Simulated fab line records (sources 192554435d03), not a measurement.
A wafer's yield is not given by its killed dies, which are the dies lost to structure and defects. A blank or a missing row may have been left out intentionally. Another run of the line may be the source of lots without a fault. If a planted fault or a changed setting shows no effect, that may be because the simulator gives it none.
The tool behind it: which one? || flow n5_finfet || 9 lots with 27 wafers sampled at 3 steps, on a route of 1938 steps

## WHAT EACH GAUGE READ, for each wafer
N5_BEOL_M0_SAQP_OVL_MEAS_15.
{"lot": "L230", "measured": "day 5 20:47", "on": "overlay-01", "M0_CORE_OVL (nm)": "0.3 -0.1 0.4"}
{"lot": "L232", "measured": "day 6 04:16", "on": "overlay-01", "M0_CORE_OVL (nm)": "0.6 0.6 -0.1"}
{"lot": "L234", "measured": "day 6 18:22", "on": "overlay-02", "M0_CORE_OVL (nm)": "0.1 0.4 1.0"}
{"lot": "L235", "measured": "day 6 23:30", "on": "overlay-01", "M0_CORE_OVL (nm)": "0.7 0.6 1.0"}
{"lot": "L243", "measured": "day 9 07:04", "on": "overlay-02", "M0_CORE_OVL (nm)": "13.5 13.5 13.4"}
{"lot": "L244", "measured": "day 9 08:14", "on": "overlay-01", "M0_CORE_OVL (nm)": "13.1 12.8 13.8"}
{"lot": "L247", "measured": "day 10 04:42", "on": "overlay-01", "M0_CORE_OVL (nm)": "1.4 0.8 1.0"}
{"lot": "L248", "measured": "day 10 06:13", "on": "overlay-02", "M0_CORE_OVL (nm)": "0.3 1.2 0.3"}
{"lot": "L249", "measured": "day 10 15:59", "on": "overlay-01", "M0_CORE_OVL (nm)": "0.0 -0.2 0.0"}

## WHICH TOOL RAN EACH LOT (tool, then ch and the chambers of the sampled wafers, then the start)
{"lot": "L230", "N5_MOL_CONTACT_COAG_CMP_52": "cmp-01 ch 1,3, day 5 15:02", "N5_BEOL_M0_SAQP_EXPOSE_11": "arfi_scanner-02 ch 0, day 5 20:38"}
{"lot": "L232", "N5_MOL_CONTACT_COAG_CMP_52": "cmp-04 ch 0,1,2, day 5 20:55", "N5_BEOL_M0_SAQP_EXPOSE_11": "arfi_scanner-02 ch 0, day 6 04:07"}
{"lot": "L234", "N5_MOL_CONTACT_COAG_CMP_52": "cmp-04 ch 1,2,3, day 6 12:08", "N5_BEOL_M0_SAQP_EXPOSE_11": "arfi_scanner-01 ch 0, day 6 18:13"}
{"lot": "L235", "N5_MOL_CONTACT_COAG_CMP_52": "cmp-04 ch 1,2,3, day 6 16:58", "N5_BEOL_M0_SAQP_EXPOSE_11": "arfi_scanner-03 ch 0, day 6 23:20"}
{"lot": "L243", "N5_MOL_CONTACT_COAG_CMP_52": "cmp-02 ch 1,2, day 9 00:16", "N5_BEOL_M0_SAQP_EXPOSE_11": "arfi_scanner-02 ch 0, day 9 06:55"}
{"lot": "L244", "N5_MOL_CONTACT_COAG_CMP_52": "cmp-02 ch 1,2,3, day 9 01:50", "N5_BEOL_M0_SAQP_EXPOSE_11": "arfi_scanner-02 ch 0, day 9 08:05"}
{"lot": "L247", "N5_MOL_CONTACT_COAG_CMP_52": "cmp-01 ch 1,2, day 9 21:58", "N5_BEOL_M0_SAQP_EXPOSE_11": "arfi_scanner-01 ch 0, day 10 04:33"}
{"lot": "L248", "N5_MOL_CONTACT_COAG_CMP_52": "cmp-01 ch 2,3, day 9 22:40", "N5_BEOL_M0_SAQP_EXPOSE_11": "arfi_scanner-01 ch 0, day 10 06:03"}
{"lot": "L249", "N5_MOL_CONTACT_COAG_CMP_52": "cmp-01 ch 0,1,2, day 10 10:40", "N5_BEOL_M0_SAQP_EXPOSE_11": "arfi_scanner-03 ch 0, day 10 15:50"}
- N5_MOL_CONTACT_COAG_CMP_52: polishes, stops on SiO2, t overpolish 1.5 s, target thk 66.5 nm.
- N5_BEOL_M0_SAQP_EXPOSE_11: exposes mask M0 CORE, target cd 42 nm.

## THE ANSWER, worked out from the rows above alone
Rule: the usual values come from the lots themselves. The widest of any qualifying gaps counts: lots, ordered by their means at a reading, are off when they make up no more than a third of the lots, leave a main group of 4 or more, and stand apart from it by 3 or more times the standard deviation of that group's means. A main group whose means are all the same, to the digits that the tables above print for the reading, isn't used. A lot without any number at a reading at which 4 lots or more have one is off too. Any other lot the step has rows for is counted as sound.
Off: L243, L244, seen at N5_BEOL_M0_SAQP_OVL_MEAS_15 (M0_CORE_OVL). Mean 0.5 nm and standard deviation 0.34 in the main group.
A tool fits if, at a process step before that reading, it ran every lot that is off, and no sound lot after the first of them. The gauges at N5_BEOL_M0_SAQP_OVL_MEAS_15 are tried like those tools. Can't be told from this: 2 tools fit, cmp-02 at N5_MOL_CONTACT_COAG_CMP_52, arfi_scanner-02 at N5_BEOL_M0_SAQP_EXPOSE_11.

## WHAT THE SIMULATOR HAD INSERTED
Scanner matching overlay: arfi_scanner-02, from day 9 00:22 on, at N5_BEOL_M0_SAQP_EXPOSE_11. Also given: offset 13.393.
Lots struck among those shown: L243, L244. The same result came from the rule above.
